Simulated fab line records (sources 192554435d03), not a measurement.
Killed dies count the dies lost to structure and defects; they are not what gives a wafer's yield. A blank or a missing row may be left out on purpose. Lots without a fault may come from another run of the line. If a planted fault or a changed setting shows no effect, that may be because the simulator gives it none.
Lot-split experiment / flow n5Finfet / 21 wafers read from 7 lots, route of 1938 steps

## THE SPLIT
At N5_ZERO_LAYER_EXPOSE_08 (exposes mask ZERO, defocus 0 nm, target cd 2000 nm), the setting doseMj was moved away from the recipe's 16.2 on 8 of the 21 wafers read, by -6.9% to +6.5%. For the rest of the wafers, this setting stayed at what the recipe calls for.

## FROM THE SPLIT TO THE READING: what the file shows between them, 2 steps
- N5_ZERO_LAYER_DEVELOP_10: develop time 60 s (also split here: developTimeS)
- N5_ZERO_LAYER_HARDBAKE_23: time 120 s

## THE READING
cdNm, in nm, at N5_ZERO_LAYER_CD_MEAS_11 (target cd 2000 nm). Fault-free wafers of this fab line usually give 1999.4 nm, standard deviation 1.9 nm.

wafer=L076.1; tool, chamber at the split=krfScanner-01, 0; doseMj as run=16.2; against the recipe=recipe; cdNm, nm=1998.0; against lot-mates on the recipe=-
wafer=L076.3; tool, chamber at the split=krfScanner-01, 0; doseMj as run=16.2; against the recipe=recipe; cdNm, nm=1995.7; against lot-mates on the recipe=-
wafer=L076.5; tool, chamber at the split=krfScanner-01, 0; doseMj as run=16.99; against the recipe=+4.9%; cdNm, nm=2008.5; against lot-mates on the recipe=+11.7
wafer=L088.2; tool, chamber at the split=krfScanner-02, 0; doseMj as run=15.09; against the recipe=-6.9%; cdNm, nm=1985.9; against lot-mates on the recipe=-12.6
wafer=L088.3; tool, chamber at the split=krfScanner-02, 0; doseMj as run=16.2; against the recipe=recipe; cdNm, nm=1998.5; against lot-mates on the recipe=-
wafer=L088.4; tool, chamber at the split=krfScanner-02, 0; doseMj as run=15.09; against the recipe=-6.9%; cdNm, nm=1984.4; against lot-mates on the recipe=-14.1
wafer=L089.2; tool, chamber at the split=krfScanner-01, 0; doseMj as run=16.2; against the recipe=recipe; cdNm, nm=2007.0; against lot-mates on the recipe=-
wafer=L089.3; tool, chamber at the split=krfScanner-01, 0; doseMj as run=16.7; against the recipe=+3.1%; cdNm, nm=2009.1; against lot-mates on the recipe=+3.3
wafer=L089.4; tool, chamber at the split=krfScanner-01, 0; doseMj as run=16.2; against the recipe=recipe; cdNm, nm=2004.6; against lot-mates on the recipe=-
wafer=L091.1; tool, chamber at the split=krfScanner-02, 0; doseMj as run=16.2; against the recipe=recipe; cdNm, nm=2000.4; against lot-mates on the recipe=-
wafer=L091.4; tool, chamber at the split=krfScanner-02, 0; doseMj as run=16.2; against the recipe=recipe; cdNm, nm=1998.0; against lot-mates on the recipe=-
wafer=L091.6; tool, chamber at the split=krfScanner-02, 0; doseMj as run=16.2; against the recipe=recipe; cdNm, nm=1997.2; against lot-mates on the recipe=-
wafer=L092.1; tool, chamber at the split=krfScanner-01, 0; doseMj as run=16.2; against the recipe=recipe; cdNm, nm=1994.0; against lot-mates on the recipe=-
wafer=L092.3; tool, chamber at the split=krfScanner-01, 0; doseMj as run=16.2; against the recipe=recipe; cdNm, nm=2002.1; against lot-mates on the recipe=-
wafer=L092.6; tool, chamber at the split=krfScanner-01, 0; doseMj as run=16.2; against the recipe=recipe; cdNm, nm=2000.2; against lot-mates on the recipe=-
wafer=L095.1; tool, chamber at the split=krfScanner-01, 0; doseMj as run=17.26; against the recipe=+6.5%; cdNm, nm=2009.7; against lot-mates on the recipe=no lot-mate on the recipe
wafer=L095.4; tool, chamber at the split=krfScanner-01, 0; doseMj as run=17.26; against the recipe=+6.5%; cdNm, nm=2012.8; against lot-mates on the recipe=no lot-mate on the recipe
wafer=L095.6; tool, chamber at the split=krfScanner-01, 0; doseMj as run=17.26; against the recipe=+6.5%; cdNm, nm=2016.3; against lot-mates on the recipe=no lot-mate on the recipe
wafer=L096.1; tool, chamber at the split=krfScanner-02, 0; doseMj as run=16.2; against the recipe=recipe; cdNm, nm=1999.6; against lot-mates on the recipe=-
wafer=L096.3; tool, chamber at the split=krfScanner-02, 0; doseMj as run=17; against the recipe=+4.9%; cdNm, nm=2015.9; against lot-mates on the recipe=+15.1
wafer=L096.4; tool, chamber at the split=krfScanner-02, 0; doseMj as run=16.2; against the recipe=recipe; cdNm, nm=2002.0; against lot-mates on the recipe=-

FIT RESULTS
A straight line over all 21 wafers: cdNm changes by +2.16 nm for each +1% of doseMj; r = +0.92; the points scatter about the line by 3.4 nm.
The same after taking each lot's own level away (the mean of its wafers on the recipe; 18 wafers): +2.14 nm for each +1%; r = +0.94; scatter 2.3 nm.
On that fit, the largest move of doseMj shifts the reading by 15 nm.
The lots' own levels span 1996.85 to 2005.80 nm, that is 4.7 times the standard deviation above.
So the lot-to-lot level changes the slope little: the two slopes agree.
Check: -15.4 nm against its lot-mates is what the line predicts for one of the wafers moved furthest among these (-6.9%) when that wafer is left out of the fit. Against them it came out at -12.6 nm.

## ADDITIONAL SPLITS CARRIED BY THESE WAFERS
These wafers also went through other splits before the reading. Each is held against what the fit with the lots' levels taken away leaves over:
other split on the same wafers=N5_ZERO_LAYER_DEVELOP_10 developTimeS; wafers away from the commonest value=8; r with cdNm (lot level and that fit taken away)=+0.26

## THE WHOLE CHAIN: every reading that the file lists as answering this split, in the file's order
step=N5_ZERO_LAYER_CD_MEAS_11; what it does=target cd 2000 nm; reading=cdNm; change (the file's fit)=+2.23 nm for each +1% of the setting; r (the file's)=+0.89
step=N5_ZERO_LAYER_DESCUM_16; what it does=chemistry O2, time 7.9 s; reading=ZERO_LAYER.cdNm (the simulator's own value, which no gauge read); change (the file's fit)=+2.22 nm for each +1% of the setting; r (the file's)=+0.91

## FILE'S OWN FIT
cdNm changes by +2.23 nm for each +1% of doseMj, r = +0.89.
